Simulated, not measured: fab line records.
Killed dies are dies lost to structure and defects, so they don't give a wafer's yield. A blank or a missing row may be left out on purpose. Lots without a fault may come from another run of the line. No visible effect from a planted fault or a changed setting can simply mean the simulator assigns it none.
Chamber matching + flow n5 finfet + N5_SD_EPI_P_ETCHBACK_46 on rie diel-06: 4 sister chambers
The step etches SiNx in CH3F/O2, stops on SiO2, target depth 17.5 nm. 4 wafers are shown with their chamber, then 9 later ones without.

EACH WAFER AND ITS CHAMBER
| wafer  | chamber | showerhead plenum p Torr (Torr) |
|--------|---------|---------------------------------|
| L083.1 | 1       | 2.12                            |
| L083.2 | 2       | 1.96                            |
| L085.2 | 3       | 2.08                            |
| L085.6 | 0       | 1.92                            |

WAFERS WITH NO CHAMBER GIVEN
| wafer  | showerhead plenum p Torr (Torr) |
|--------|---------------------------------|
| L086.2 | 1.91                            |
| L086.3 | 2.08                            |
| L086.4 | 2.12                            |
| L092.1 | 1.91                            |
| L092.2 | 1.96                            |
| L092.5 | 2.07                            |
| L094.2 | 1.96                            |
| L094.5 | 2.07                            |
| L094.6 | 1.96                            |

WHICH CHAMBER EACH WENT THROUGH
| wafer  | from the rows above | in truth |
|--------|---------------------|----------|
| L086.2 | 0                   | 0        |
| L086.3 | 3                   | 3        |
| L086.4 | 1                   | 1        |
| L092.1 | 0                   | 0        |
| L092.2 | 2                   | 2        |
| L092.5 | 3                   | 3        |
| L094.2 | 2                   | 2        |
| L094.5 | 3                   | 3        |
| L094.6 | 2                   | 2        |
Correctly placed: 9 of 9. Not placeable from these rows: 0. Wrongly placed: 0.
How it was worked out, from the rows above alone: a wafer's distance from a chamber is the root of the sum, over the readings, of the square of ((its reading less the chamber's mean) divided by the reading's scatter). If the next closest chamber is less than 2 further off than the closest, the wafer can't be placed; otherwise it belongs to the closest. A chamber's mean is the mean of its shown wafers. The scatter: root of mean squared gap, hidden wafer to nearest shown wafer, with one shown wafer a chamber.
